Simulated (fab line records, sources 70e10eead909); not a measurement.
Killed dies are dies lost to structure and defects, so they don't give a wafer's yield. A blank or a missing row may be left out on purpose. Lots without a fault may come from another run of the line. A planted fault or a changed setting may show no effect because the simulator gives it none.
A struck lot beside a sound one | flow nand_harc | 15 steps out of a route of 1159
Sound: wafers L419.1, L419.3, L419.4. Struck: wafers L412.1, L412.5, L412.6. The cause comes at the end.
At each step with rows: each side's tool, then ch and its chambers, then its first start. Under that, the readings that differ: sound wafers | struck wafers | difference of the means | sigmas: that difference in standard deviations of wafers without a fault.
alike: readings whose means differ by less than 2 such deviations, and words and numbers that are the same on both sides. not compared: withheld readings, readings that some wafer has no value for, bounds like >300 that may hide the same value, and numbers for which the record gives no deviation and whose values overlap.
The two part at a step that has a row with sigmas, a row that says differs or no value, or rows on one side only. Numbers that don't overlap but have no deviation are shown without sigmas and don't part them. A reading that every wafer of one side lacks parts them only if that side has two wafers or more.

first, 7 steps without rows for these wafers: NHARC_A_CHANNEL_HOLE_D1_COAT_37 (time 65 s); NHARC_A_CHANNEL_HOLE_D1_COAT_04 (resist thk 90 nm); NHARC_A_CHANNEL_HOLE_D1_SOFTBAKE_05 (time 55 s); NHARC_A_CHANNEL_HOLE_D1_EBR_06; NHARC_A_CHANNEL_HOLE_D1_EXPOSE_07 (exposes mask HOLE D1, target cd 100 nm); NHARC_A_CHANNEL_HOLE_D1_PEB_08 (peb time 65 s); NHARC_A_CHANNEL_HOLE_D1_DEVELOP_09 (develop time 35 s).
NHARC_A_CHANNEL_HOLE_D1_CD_MEAS_10: target cd 100 nm.
  sound on cd_sem-01 ch 0, day 12 11:42; struck on cd_sem-03 ch 0, day 10 19:26
  alike: cd_nm
NHARC_A_CHANNEL_HOLE_D1_OVL_MEAS_11:
  sound on overlay-02, day 12 11:47; struck on overlay-01, day 10 19:31
  alike: overlay_x_nm, overlay_y_nm
NHARC_A_CHANNEL_HOLE_D1_INSPECT_12:
  sound on defect_inspect-01, day 12 11:50; struck on defect_inspect-01, day 10 19:34
  alike: raw_defect_count
NHARC_A_CHANNEL_HOLE_D1_DESCUM_15: chemistry O2, time 3 s.
  sound on rie_diel-09 ch 0,1,3, day 12 11:53; struck on rie_diel-09 ch 1,2,3, day 10 19:38
  alike: drypump_motor_current_A, oes_product_au, rf_vpp_V, showerhead_plenum_p_Torr, throttle_valve_pct
  not compared: rf_hours_counter_h
NHARC_A_CHANNEL_HOLE_D1_ETCH_38: etches the open film in CF4, target depth 39 nm, time 65 s.
  sound on rie_diel-09 ch 1,2,3, day 12 11:59; struck on rie_diel-09 ch 2,3, day 10 19:43
  alike: bias_w, cf4_flow_sccm, drypump_motor_current_A, oes_product_au, rf_vpp_V, showerhead_plenum_p_Torr, throttle_valve_pct
  not compared: rf_hours_counter_h
NHARC_A_CHANNEL_HOLE_D1_ETCH_39: etches the open film in N2/H2, target depth 260 nm, time 325 s.
  sound on rie_diel-09 ch 0,1,2, day 12 12:05; struck on rie_diel-09 ch 0,3, day 10 19:49
  no value came back on the struck wafers for any of 9 readings (bias_w (W), chamber_pressure_mTorr (mTorr) and others); on the sound wafers bias_w (W) reads 149.7 149.9 150.4
NHARC_A_CHANNEL_HOLE_D1_ETCH_34: etches the open film in CF4/CHF3, target depth 154 nm, time 77 s.
  sound on rie_diel-09 ch 1,2,3; struck on rie_diel-09 ch 0,1,3
  reading               | sound             | struck            | difference | sigmas
  oes_product_au (a.u.) | 0.984 0.958 0.973 | 0.904 0.932 0.918 | -0.054     | -2
  alike: bias_w, cf4_flow_sccm, chf3_flow_sccm, drypump_motor_current_A, rf_vpp_V, showerhead_plenum_p_Torr, throttle_valve_pct
  not compared: rf_hours_counter_h
-- the record jumps here: 11 days lie between the struck wafers' starts before and after (it left off in module A_CHANNEL_HOLE_D1 and takes up again in module END, whose first step shown is number 1159 of the route) --
NHARC_END_SORT_01:
  sound on prober-02 ch 0, day 23 15:56; struck on prober-02 ch 0, day 21 19:02
  reading         | sound    | struck                                                               | difference                   | sigmas
  hold            | - - -    | await_dispo/1.3h/scrap await_dispo/1.3h/scrap await_dispo/1.3h/scrap | no value on the sound wafers |
  killed_at_array | 15 15 15 | 672 676 673                                                          | +659                         | +72
  killed_dies     | 19 19 17 | 677 677 677                                                          | +659                         | +68
  alike: killed_at_other, killed_at_periphery, killed_open, killed_short

WHERE THEY PART
First at NHARC_A_CHANNEL_HOLE_D1_ETCH_39; last, within this record, at NHARC_END_SORT_01.

WHY: what the simulator had put in
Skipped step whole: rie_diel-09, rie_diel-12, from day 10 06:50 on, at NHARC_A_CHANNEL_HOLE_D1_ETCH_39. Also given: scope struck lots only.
